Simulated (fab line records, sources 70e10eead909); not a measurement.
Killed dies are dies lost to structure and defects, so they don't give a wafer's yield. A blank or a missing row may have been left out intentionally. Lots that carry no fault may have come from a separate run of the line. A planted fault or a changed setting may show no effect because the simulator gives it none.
Matching of chambers ; flow nand_harc ; 4 sister chambers for NHARC_A_CHANNEL_FILL_D1_ALD_25 on ald_hk-02
The step deposits SiOx, target thk 60 nm, pulse time 10 s, ald cycles 600. 4 wafers are shown with their chamber, then 8 later ones without.

EACH WAFER AND ITS CHAMBER
wafer;chamber;heater_power_outer_w (W)
L084.6;3;194
L089.3;2;267
L089.4;0;248
L092.3;1;260

WAFERS WHOSE CHAMBER IS MISSING
wafer;heater_power_outer_w (W)
L092.4;277
L092.5;245
L094.4;244
L094.5;254
L094.6;271
L096.1;204
L096.4;283
L096.5;251

EACH ONE'S CHAMBER
wafer;from the rows above;in truth
L092.4;can't be placed: 2 or 1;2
L092.5;can't be placed: 0 or 1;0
L094.4;can't be placed: 0 or 1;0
L094.5;can't be placed: 0 or 1 or 2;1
L094.6;can't be placed: 2 or 1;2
L096.1;3;3
L096.4;can't be placed: 2 or 1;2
L096.5;can't be placed: 0 or 1 or 2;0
Correct placement for 1 of the 8. From these rows, 7 cannot be placed; in 7 the true chamber is one of the candidates. Placed wrongly: 0.
How it was worked out, from the rows above alone: a wafer's distance from a chamber is the root of the sum, over the readings, of the square of ((its reading less the chamber's mean) divided by the reading's scatter). If the next closest chamber is less than 2 further off than the closest, the wafer can't be placed; otherwise it belongs to the closest. For every chamber, the mean is computed from those of its wafers that are shown. The scatter (one wafer shown for each chamber): square how far every hidden wafer sits from the nearest shown wafer, average those squares and take the square root.
